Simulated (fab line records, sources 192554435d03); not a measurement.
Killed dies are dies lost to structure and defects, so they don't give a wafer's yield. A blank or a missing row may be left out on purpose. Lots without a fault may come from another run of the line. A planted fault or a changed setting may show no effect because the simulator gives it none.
A struck lot beside a sound one | flow n5_finfet | 16 steps out of a route of 1938
Sound: wafers L935.1, L935.5, L935.6. Struck: wafer L941.5. (L941.2, L941.4 of the same lot were not struck and are left out.) The cause comes at the end.
At each step with rows: each side's tool, then ch and its chambers, then its first start. Under that, the readings that differ: sound wafers | struck wafers | difference of the means | sigmas: that difference in standard deviations of wafers without a fault.
alike: readings whose means differ by less than 2 such deviations, and words and numbers that are the same on both sides. not compared: withheld readings, readings that some wafer has no value for, bounds like >300 that may hide the same value, and numbers for which the record gives no deviation and whose values overlap.
The two part at a step that has a row with sigmas, a row that says differs or no value, or rows on one side only. Numbers that don't overlap but have no deviation are shown without sigmas and don't part them. A reading that every wafer of one side lacks parts them only if that side has two wafers or more.

N5_BEOL_M2_INSPECT_30: inspects for defects (brightfield).
  sound on defect_inspect-01, day 7 10:07; struck on defect_inspect-02, day 8 20:22
  alike: raw_defect_count
then, 2 steps without rows for these wafers: N5_BEOL_M2_DESCUM_33 (chemistry O2, time 7 s); N5_BEOL_M2_ETCH_77 (etches underlayer in N2/H2, target depth 6.5 nm, time 5.2 s).
N5_BEOL_M2_ETCH_69: etches SiARC in CF4, target depth 15.6 nm, time 26 s.
  sound on rie_diel-02 ch 1,2,3, day 7 10:12; struck on rie_diel-05 ch 0, day 8 20:29
  reading                     | sound          | struck | difference | sigmas
  drypump_motor_current_A (A) | 6.5 5.6 6.0    | 5.1    | -0.9       | -2
  etch_rf_on_time_s (s)       | 27.8 26.2 27.7 | 24.7   | -2.5       | -3
  alike: oes_product_au, rf_vpp_V, showerhead_plenum_p_Torr, throttle_valve_pct
  not compared: rf_hours_counter_h
N5_BEOL_M2_ALD_98: deposits SiO2, target thk 2.5 nm, pulse time 1 s, co reactant pulse time 1 s.
  sound on ald_sin-04 ch 0,3, day 7 10:26; struck on ald_sin-01 ch 1, day 8 20:41
  alike: heater_power_w, precursor_pulse_height_rel
then, 1 step without rows for these wafers: N5_BEOL_M2_ETCHBACK_99 (etches SiO2 in CHF3, target depth 5 nm, time 10.4 s).
N5_BEOL_M2_ETCH_70: etches SOC in N2/H2, target depth 80 nm, overetch 24 nm, time 130 s.
  sound on rie_diel-04 ch 0,1, day 7 10:35; struck on rie_diel-04 ch 3, day 8 23:30
  reading                         | sound             | struck | difference | sigmas
  showerhead_plenum_p_Torr (Torr) | 2.72 2.72 2.63    | 2.47   | -0.22      | -2
  throttle_valve_pct (%)          | 17.84 17.87 17.69 | 17.25  | -0.55      | -2
  alike: drypump_motor_current_A, n2_flow_sccm, oes_product_au, rf_vpp_V
  not compared: rf_hours_counter_h
then, 2 steps without rows for these wafers: N5_BEOL_M2_STRIP_71 (strips in N2/H2); N5_BEOL_M2_STRIP_78 (strips in N2/H2).
N5_BEOL_M2_VIA_ETCH_34: etches the open film in C4F6/O2, target depth 69.4 nm, time 65.9 s.
  sound on rie_diel-04 ch 0,1, day 7 10:42; struck on rie_diel-04 ch 3, day 8 23:37
  alike: drypump_motor_current_A, oes_o_777_au, oes_product_au, rf_vpp_V, showerhead_plenum_p_Torr, throttle_valve_pct
  not compared: rf_hours_counter_h
then, 2 steps without rows for these wafers: N5_BEOL_M2_STRIP_83 (strips in C4F6/O2); N5_BEOL_M2_STRIP_36 (strips in N2/H2).
N5_BEOL_M2_TRENCH_ETCH_37: etches SiOC in C4F6/O2, target depth 55.555 nm, time 29.2 s.
  sound on rie_diel-04 ch 0,1, day 7 10:48; struck on rie_diel-04 ch 3, day 8 23:43
  reading                             | sound             | struck | difference | sigmas
  model.BEOL_M2.feature_depth_nm (nm) | 56 56.2 54.2      | 53.2   | -2.3       |
  model.etch.depth_nm (nm)            | 56.04 56.23 54.22 | 53.19  | -2.31      |
  alike: drypump_motor_current_A, oes_o_777_au, oes_product_au, rf_vpp_V, showerhead_plenum_p_Torr, throttle_valve_pct
  not compared: rf_hours_counter_h
N5_BEOL_M2_ETCH_41: etches SiCN in CH3F/O2, target depth 29.9 nm, time 52.5 s.
  sound on rie_diel-04 ch 0,1; struck on rie_diel-04 ch 3
  reading      | sound             | struck | difference | sigmas
  rf_vpp_V (V) | 298.6 299.8 299.9 | 295.7  | -3.7       | -2
  alike: CH3F_flow_sccm, drypump_motor_current_A, oes_product_au, showerhead_plenum_p_Torr, throttle_valve_pct
  not compared: rf_hours_counter_h
N5_BEOL_M4_RC_MEAS_101:
  sound on prober-01 ch 0, day 8 11:36; struck on prober-02 ch 0, day 10 03:48
  alike: DIBL_N, DIBL_P, IOFF_N, IOFF_P, ION_N, ION_P, SS_N, SS_P, VT_N, VT_P
N5_PASSIVATION_PROBE_49:
  the record has rows for the sound wafers here (prober-01, day 12 23:25) and none for the struck ones

WHERE THEY PART
First at N5_BEOL_M2_ETCH_69; last, within this record, at N5_PASSIVATION_PROBE_49.

WHY: what the simulator had put in
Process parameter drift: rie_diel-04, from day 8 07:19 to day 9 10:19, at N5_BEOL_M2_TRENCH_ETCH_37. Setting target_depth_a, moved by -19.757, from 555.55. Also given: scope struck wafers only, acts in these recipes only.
